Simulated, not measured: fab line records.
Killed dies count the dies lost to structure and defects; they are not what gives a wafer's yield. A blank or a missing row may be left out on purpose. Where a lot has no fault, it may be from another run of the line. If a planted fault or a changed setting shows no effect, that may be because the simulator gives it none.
Matching of chambers :: flow n5Finfet :: N5_BEOL_M10_CURE_72 on uvCure-02 has 3 sister chambers
The step cures SiCOH lowk, time 120 s. 3 wafers are shown with their chamber, then 12 later ones without.

EACH WAFER AND ITS CHAMBER
wafer: L078.6
chamber: 1
wafer_temp_C_max: 372.7

wafer: L087.6
chamber: 2
wafer_temp_C_max: 371.3

wafer: L090.6
chamber: 0
wafer_temp_C_max: 371.7

WAFERS WITH NO CHAMBER GIVEN
wafer: L093.1
wafer_temp_C_max: 372.1

wafer: L093.5
wafer_temp_C_max: 372.3

wafer: L093.6
wafer_temp_C_max: 371.7

wafer: L093.2
wafer_temp_C_max: 372.7

wafer: L093.3
wafer_temp_C_max: 372.1

wafer: L093.4
wafer_temp_C_max: 372.0

wafer: L094.2
wafer_temp_C_max: 372.6

wafer: L094.3
wafer_temp_C_max: 372.1

wafer: L094.5
wafer_temp_C_max: 373.0

wafer: L095.1
wafer_temp_C_max: 371.9

wafer: L095.2
wafer_temp_C_max: 372.8

wafer: L095.4
wafer_temp_C_max: 372.6

WHICH CHAMBER EACH ONE RAN IN
wafer: L093.1
from the rows above: can't be placed: 0 or 1 or 2
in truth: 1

wafer: L093.5
from the rows above: can't be placed: 1 or 0
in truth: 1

wafer: L093.6
from the rows above: can't be placed: 0 or 2
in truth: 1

wafer: L093.2
from the rows above: 1
in truth: 1

wafer: L093.3
from the rows above: can't be placed: 0 or 1 or 2
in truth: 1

wafer: L093.4
from the rows above: can't be placed: 0 or 1 or 2
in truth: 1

wafer: L094.2
from the rows above: 1
in truth: 1

wafer: L094.3
from the rows above: can't be placed: 0 or 1 or 2
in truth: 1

wafer: L094.5
from the rows above: 1
in truth: 1

wafer: L095.1
from the rows above: can't be placed: 0 or 2
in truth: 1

wafer: L095.2
from the rows above: 1
in truth: 1

wafer: L095.4
from the rows above: 1
in truth: 1
Correctly placed: 5 of 12. Not placeable from these rows: 7 (in 5, the candidates include the true chamber). 0 placed wrongly.
How it was worked out, from the rows above alone: a wafer's distance from a chamber is the root of the sum, over the readings, of the square of ((its reading less the chamber's mean) divided by the reading's scatter). The wafer belongs to the nearest chamber; if the next one is less than 2 further off, it can't be placed. For every chamber, the mean is computed from those of its wafers that are shown. The scatter: root of mean squared gap, hidden wafer to nearest shown wafer, with one shown wafer a chamber.
